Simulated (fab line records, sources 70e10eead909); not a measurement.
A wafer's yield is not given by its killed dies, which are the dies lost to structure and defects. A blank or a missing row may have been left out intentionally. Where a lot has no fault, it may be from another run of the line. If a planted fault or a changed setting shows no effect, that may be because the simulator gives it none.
Problem report, 8D (eight disciplines) form, completed by code | flow nand_harc | the parts of the form that need people (team, actions taken, sign-off) are left out

== 1. THE ISSUE ==
killed_dies at NHARC_END_SORT_01 reads a mean of 99 on 1 wafer of 1 lot; wafers without a fault read 28 with a standard deviation of 8.9. Measured from the usual mean, that is +8.0 standard deviations.
First observed at day 24 20:44: wafer L840.5, on prober-01. The record holds 3 wafers of 1 lot with a number at this step. The rule behind "out" and "out of limits": a value lying over 4 standard deviations away from the usual mean. Any other wafer with a number is counted as sound.

== 2. WHAT IT IS, WHAT IT ISN'T ==
question                    | is                           | is not
which readings at this step | killed_dies, killed_at_array | killed_at_other, killed_at_periphery, killed_open, killed_short
which lots                  | L840                         | -
which wafers of those lots  | L840.5                       | L840.2, L840.4
read on which gauges        | prober-01                    | -
when                        | from day 24 20:44            | up to then (2 sound wafers)

== 3. SUSPECTS, AND WHAT RULES EACH OUT ==
Counting: any tool at a process step up to the reading remains a suspect provided it ran every lot that is out. Sound lots after the first of them don't rule it out here, since some wafers of a struck lot are sound.
- the gauge at NHARC_END_SORT_01: kept. All the wafers that are out were read on prober-01, and no step on other tools shows them out.
- rie_diel-06 at NHARC_A_CONTACT_STRIP_108 (strips in CF4/CHF3): kept. It ran the lot that is out, L840 (day 22 06:58).
- rtp_anneal-02 at NHARC_A_M1_ANNEAL_31 (time 90 s): kept. It ran the lot that is out, L840 (day 22 21:26).
- pecvd-01 at NHARC_A_BONDPAD_DEP_00 (deposits SiCN, target thk 250 nm): kept. It ran the lot that is out, L840 (day 22 23:08).
- pvd_sputter-03 at NHARC_A_BONDPAD_PVD_17 (deposits TaN, target thk 5 nm, time 8.06 s): kept. It ran the lot that is out, L840 (day 24 18:20). NHARC_A_BONDPAD_PVD_17 gives no start for some lots, so the hours and the order of its lots are those of NHARC_END_SORT_01.
- At NHARC_A_BONDPAD_DEP_00 on pecvd-01, chamber 2 took the sound wafers of the same lots and chamber 1 took the wafers that are out.
Left after counting: rie_diel-06 at NHARC_A_CONTACT_STRIP_108, rtp_anneal-02 at NHARC_A_M1_ANNEAL_31, pecvd-01 at NHARC_A_BONDPAD_DEP_00, pvd_sputter-03 at NHARC_A_BONDPAD_PVD_17, prober-01 at NHARC_END_SORT_01.

== 4. THE CAUSE (what the simulator had put in) ==
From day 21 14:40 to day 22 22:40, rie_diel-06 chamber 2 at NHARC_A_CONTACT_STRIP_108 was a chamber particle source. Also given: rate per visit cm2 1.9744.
This tool is one of the 5 suspects left after counting.

== 5. THE CHAIN OF EFFECTS, in route order ==
Rows list readings where the struck wafers' mean (over those with a number) sits beyond 3 standard deviations from the usual. Only readings for which the record gives a usual standard deviation are gone through. hours: the time from each lot's start at the first step in this table that gives one to its start at this step, as a median over the lots. sigmas: the change in usual standard deviations.
hours | step              | reading         | usual | on struck wafers | change | sigmas
0     | NHARC_END_SORT_01 | killed_at_array | 24    | 93               | +69    | +7.9
0     | NHARC_END_SORT_01 | killed_dies     | 28    | 99               | +71    | +8.0

== 6. HOW IT WOULD HAVE BEEN CAUGHT EARLIER ==
The first out-of-limits reading at a measuring or inspecting step in this record came at day 24 20:44, 78 hours after the fault's start at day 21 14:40.
The start of NHARC_A_CONTACT_STRIP_108 on rie_diel-06 came by day 24 20:44 for every one of the lots that are out (1). Tool hold at that time: it would have spared none of them.
